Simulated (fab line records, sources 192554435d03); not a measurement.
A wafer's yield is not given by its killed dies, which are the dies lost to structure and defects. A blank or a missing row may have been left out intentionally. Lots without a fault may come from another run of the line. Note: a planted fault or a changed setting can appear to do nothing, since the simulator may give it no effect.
Split-lot study / flow n5-finfet / on a route of 1938 steps: 7 lots, 39 wafers read

## THE SPLIT
At N5_DUMMY_GATE_EXPOSE_12 (exposes mask GATE, target cd 25 nm), the setting dose-mj was moved away from the recipe's 34 on 12 of the 39 wafers read, by -6.8% to +4.4%. All remaining wafers had this setting at the recipe value.

## FROM THE SPLIT TO THE READING: what the file shows between them, 2 steps
- N5_DUMMY_GATE_PEB_13: peb time 60 s
- N5_DUMMY_GATE_DEVELOP_14: develop time 30 s

## THE READING
cd-nm, in nm, at N5_DUMMY_GATE_CD_MEAS_15 (target cd 25.8 nm). On this fab line, fault-free wafers typically give 24.95 nm with a standard deviation of 0.25 nm.

wafer=L074.1; tool, chamber at the split=euv-scanner-02, 0; dose-mj as run=34; against the recipe=recipe; cd-nm, nm=25.14; against lot-mates on the recipe=-
wafer=L074.2; tool, chamber at the split=euv-scanner-02, 0; dose-mj as run=34; against the recipe=recipe; cd-nm, nm=25.13; against lot-mates on the recipe=-
wafer=L074.3; tool, chamber at the split=euv-scanner-02, 0; dose-mj as run=34; against the recipe=recipe; cd-nm, nm=25.02; against lot-mates on the recipe=-
wafer=L074.4; tool, chamber at the split=euv-scanner-02, 0; dose-mj as run=34; against the recipe=recipe; cd-nm, nm=24.90; against lot-mates on the recipe=-
wafer=L074.5; tool, chamber at the split=euv-scanner-02, 0; dose-mj as run=34; against the recipe=recipe; cd-nm, nm=25.17; against lot-mates on the recipe=-
wafer=L074.6; tool, chamber at the split=euv-scanner-02, 0; dose-mj as run=34; against the recipe=recipe; cd-nm, nm=24.82; against lot-mates on the recipe=-
wafer=L080.1; tool, chamber at the split=euv-scanner-01, 0; dose-mj as run=32.45; against the recipe=-4.6%; cd-nm, nm=25.55; against lot-mates on the recipe=+0.84
wafer=L080.2; tool, chamber at the split=euv-scanner-01, 0; dose-mj as run=34; against the recipe=recipe; cd-nm, nm=24.89; against lot-mates on the recipe=-
wafer=L080.3; tool, chamber at the split=euv-scanner-01, 0; dose-mj as run=34; against the recipe=recipe; cd-nm, nm=24.67; against lot-mates on the recipe=-
wafer=L080.4; tool, chamber at the split=euv-scanner-01, 0; dose-mj as run=32.45; against the recipe=-4.6%; cd-nm, nm=25.65; against lot-mates on the recipe=+0.94
wafer=L080.5; tool, chamber at the split=euv-scanner-01, 0; dose-mj as run=34; against the recipe=recipe; cd-nm, nm=24.57; against lot-mates on the recipe=-
wafer=L080.6; tool, chamber at the split=euv-scanner-01, 0; dose-mj as run=32.45; against the recipe=-4.6%; cd-nm, nm=25.70; against lot-mates on the recipe=+0.99
wafer=L082.1; tool, chamber at the split=euv-scanner-02, 0; dose-mj as run=31.88; against the recipe=-6.2%; cd-nm, nm=25.81; against lot-mates on the recipe=+1.02
wafer=L082.2; tool, chamber at the split=euv-scanner-02, 0; dose-mj as run=34; against the recipe=recipe; cd-nm, nm=24.59; against lot-mates on the recipe=-
wafer=L082.3; tool, chamber at the split=euv-scanner-02, 0; dose-mj as run=31.88; against the recipe=-6.2%; cd-nm, nm=26.80; against lot-mates on the recipe=+2.01
wafer=L082.4; tool, chamber at the split=euv-scanner-02, 0; dose-mj as run=34; against the recipe=recipe; cd-nm, nm=24.95; against lot-mates on the recipe=-
wafer=L082.5; tool, chamber at the split=euv-scanner-02, 0; dose-mj as run=34; against the recipe=recipe; cd-nm, nm=24.82; against lot-mates on the recipe=-
wafer=L082.6; tool, chamber at the split=euv-scanner-02, 0; dose-mj as run=31.88; against the recipe=-6.2%; cd-nm, nm=26.15; against lot-mates on the recipe=+1.36
wafer=L083.1; tool, chamber at the split=euv-scanner-02, 0; dose-mj as run=34; against the recipe=recipe; cd-nm, nm=25.02; against lot-mates on the recipe=-
wafer=L083.2; tool, chamber at the split=euv-scanner-02, 0; dose-mj as run=34; against the recipe=recipe; cd-nm, nm=25.03; against lot-mates on the recipe=-
wafer=L083.4; tool, chamber at the split=euv-scanner-02, 0; dose-mj as run=34; against the recipe=recipe; cd-nm, nm=24.88; against lot-mates on the recipe=-
wafer=L087.1; tool, chamber at the split=euv-scanner-02, 0; dose-mj as run=34; against the recipe=recipe; cd-nm, nm=25.23; against lot-mates on the recipe=-
wafer=L087.2; tool, chamber at the split=euv-scanner-02, 0; dose-mj as run=34; against the recipe=recipe; cd-nm, nm=25.45; against lot-mates on the recipe=-
wafer=L087.3; tool, chamber at the split=euv-scanner-02, 0; dose-mj as run=34; against the recipe=recipe; cd-nm, nm=25.15; against lot-mates on the recipe=-
wafer=L087.4; tool, chamber at the split=euv-scanner-02, 0; dose-mj as run=34; against the recipe=recipe; cd-nm, nm=25.11; against lot-mates on the recipe=-
wafer=L087.5; tool, chamber at the split=euv-scanner-02, 0; dose-mj as run=34; against the recipe=recipe; cd-nm, nm=25.13; against lot-mates on the recipe=-
wafer=L087.6; tool, chamber at the split=euv-scanner-02, 0; dose-mj as run=34; against the recipe=recipe; cd-nm, nm=25.17; against lot-mates on the recipe=-
wafer=L085.1; tool, chamber at the split=euv-scanner-02, 0; dose-mj as run=34; against the recipe=recipe; cd-nm, nm=25.11; against lot-mates on the recipe=-
wafer=L085.2; tool, chamber at the split=euv-scanner-02, 0; dose-mj as run=34; against the recipe=recipe; cd-nm, nm=25.28; against lot-mates on the recipe=-
wafer=L085.3; tool, chamber at the split=euv-scanner-02, 0; dose-mj as run=35.51; against the recipe=+4.4%; cd-nm, nm=24.29; against lot-mates on the recipe=-0.72
wafer=L085.4; tool, chamber at the split=euv-scanner-02, 0; dose-mj as run=34; against the recipe=recipe; cd-nm, nm=24.64; against lot-mates on the recipe=-
wafer=L085.5; tool, chamber at the split=euv-scanner-02, 0; dose-mj as run=35.51; against the recipe=+4.4%; cd-nm, nm=23.95; against lot-mates on the recipe=-1.06
wafer=L085.6; tool, chamber at the split=euv-scanner-02, 0; dose-mj as run=35.51; against the recipe=+4.4%; cd-nm, nm=24.05; against lot-mates on the recipe=-0.96
wafer=L092.1; tool, chamber at the split=euv-scanner-02, 0; dose-mj as run=34; against the recipe=recipe; cd-nm, nm=24.67; against lot-mates on the recipe=-
wafer=L092.2; tool, chamber at the split=euv-scanner-02, 0; dose-mj as run=31.69; against the recipe=-6.8%; cd-nm, nm=26.21; against lot-mates on the recipe=+1.43
wafer=L092.3; tool, chamber at the split=euv-scanner-02, 0; dose-mj as run=31.69; against the recipe=-6.8%; cd-nm, nm=25.73; against lot-mates on the recipe=+0.95
wafer=L092.4; tool, chamber at the split=euv-scanner-02, 0; dose-mj as run=34; against the recipe=recipe; cd-nm, nm=24.81; against lot-mates on the recipe=-
wafer=L092.5; tool, chamber at the split=euv-scanner-02, 0; dose-mj as run=31.69; against the recipe=-6.8%; cd-nm, nm=25.76; against lot-mates on the recipe=+0.98
wafer=L092.6; tool, chamber at the split=euv-scanner-02, 0; dose-mj as run=34; against the recipe=recipe; cd-nm, nm=24.86; against lot-mates on the recipe=-

FIT RESULTS
A straight line over all 39 wafers: cd-nm changes by -0.171 nm for each +1% of dose-mj; r = -0.90; the points scatter about the line by 0.26 nm.
The same after taking each lot's own level away (the mean of its wafers on the recipe; 39 wafers): -0.2 nm for each +1%; r = -0.95; scatter 0.21 nm.
Per that fit: largest dose-mj move, reading shift of 1.4 nm.
From 24.710 to 25.207 nm: that is the span of the lots' own levels, equal to 2.0 times the standard deviation above.
So the slope is not independent of the lot-to-lot level: the two fits are not the same.
Check: +1.34 nm against its lot-mates is what the line predicts for one of the wafers moved furthest among these (-6.8%) when that wafer is left out of the fit. Against them it came out at +1.43 nm.

## OTHER SPLITS ON THESE WAFERS
Note: prior to the reading, these wafers also went through further splits. Each is held against what the fit with the lots' levels taken away leaves over:
other split on the same wafers=N5_FIN_SAQP_HM_DEP_72 target-thk-a; wafers away from the commonest value=9; r with cd-nm (lot level and that fit taken away)=+0.01
other split on the same wafers=N5_FIN_CUT_ETCH_21 bias-w; wafers away from the commonest value=12; r with cd-nm (lot level and that fit taken away)=-0.08
other split on the same wafers=N5_FIN_CUT_CUT_ETCH_26 target-depth-a; wafers away from the commonest value=18; r with cd-nm (lot level and that fit taken away)=+0.01

## THE FILE'S OWN FIT
cd-nm changes by -0.199 nm for each +1% of dose-mj, r = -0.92.
